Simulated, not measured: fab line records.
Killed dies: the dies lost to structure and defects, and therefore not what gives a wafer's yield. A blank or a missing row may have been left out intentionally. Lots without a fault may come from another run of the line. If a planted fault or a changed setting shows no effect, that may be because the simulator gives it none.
Struck lot and sound lot, side by side :: flow nand harc :: 14 out of 1159 route steps
Sound: these wafers, L113.1, L113.4, L113.6. Struck: wafer L123.6. (L123.5 of the same lot was not struck and is left out.) The cause comes at the end.
Order at every step that has rows: each side's tool, ch and its chambers, its first start. Under that, the readings that differ: sound wafers :: struck wafers :: difference of the means :: sigmas: that difference in standard deviations of wafers without a fault.
alike: readings with means less than 2 such deviations apart, plus words and numbers identical on both sides. not compared: withheld readings, readings lacking a value on some wafer, bounds such as >300 that could conceal the same value, and numbers that have no deviation in the record and whose values overlap.
A row with sigmas, a row that says differs or no value, or rows on one side alone: a step with any of these is where the two part. Numbers that don't overlap but have no deviation are shown without sigmas and don't part them. Lack of a reading on every wafer of one side parts them only where that side has two or more wafers.

first, 7 steps without rows for these wafers: NHARC_A_STAIRCASE_SOFTBAKE_04 (time 170 s); NHARC_A_STAIRCASE_EBR_05; NHARC_A_STAIRCASE_EXPOSE_06 (exposes mask STAIR); NHARC_A_STAIRCASE_PEB_07 (peb time 130 s); NHARC_A_STAIRCASE_DEVELOP_08 (time 140 s); NHARC_A_STAIRCASE_HARDBAKE_10 (time 140 s); NHARC_A_STAIRCASE_DESCUM_11 (chemistry O2, time 3 s).
NHARC_A_STAIRCASE_TRIM_12: chemistry O2, time 211.2 s.
  sound on rie diel-13 ch 0,1,2, day 11 08:49; struck on rie diel-13 ch 1, day 13 12:10
  alike: drypump motor current A, oes product au, rf vpp V, showerhead plenum p Torr, throttle valve pct
  not compared: rf hours counter h
NHARC_A_STAIRCASE_ETCH_13: etches the open film in C4F8/O2, target depth 100 nm, time 40.5 s.
  sound: rie diel-13 ch 1,3; struck: rie diel-13 ch 1
  alike: oes product au, rf vpp V
  not compared: rf hours counter h
NHARC_A_STAIRCASE_TRIM_14: chemistry O2, time 211.2 s.
  sound: rie diel-13 ch 0,1; struck: rie diel-13 ch 2
  alike: drypump motor current A, oes product au, rf vpp V, showerhead plenum p Torr, throttle valve pct
  not compared: rf hours counter h
NHARC_A_STAIRCASE_ETCH_15: etches the open film in C4F8/O2, target depth 100 nm, time 40.5 s.
  sound: rie diel-13 ch 2,3; struck: rie diel-13 ch 3
reading: rf vpp V (V)
sound: 887 887 890
struck: 906
difference: +18
sigmas: +3
  alike: oes product au
  not compared: rf hours counter h
NHARC_A_STAIRCASE_TRIM_16: chemistry O2, time 211.2 s.
  sound on rie diel-13 ch 1,2, day 11 09:16; struck on rie diel-13 ch 0, day 13 12:38
reading: oes product au (a.u.)
sound: 1.003 0.998 0.991
struck: 0.812
difference: -0.185
sigmas: -19
  alike: drypump motor current A, rf vpp V, showerhead plenum p Torr, throttle valve pct
  not compared: rf hours counter h
NHARC_A_STAIRCASE_ETCH_17: etches the open film in C4F8/O2, target depth 100 nm, time 40.5 s.
  sound: rie diel-13 ch 0,2,3; struck: rie diel-13 ch 0
  alike: oes product au, rf vpp V
  not compared: rf hours counter h
then, 1 step without rows for these wafers: NHARC_END_SORT_01.

WHERE THEY PART
Last at NHARC_A_STAIRCASE_TRIM_16 as far as this record goes, first at NHARC_A_STAIRCASE_ETCH_15. Later steps at which nothing parts them and some readings are alike: NHARC_A_STAIRCASE_ETCH_17.

WHY: the cause the simulator had injected
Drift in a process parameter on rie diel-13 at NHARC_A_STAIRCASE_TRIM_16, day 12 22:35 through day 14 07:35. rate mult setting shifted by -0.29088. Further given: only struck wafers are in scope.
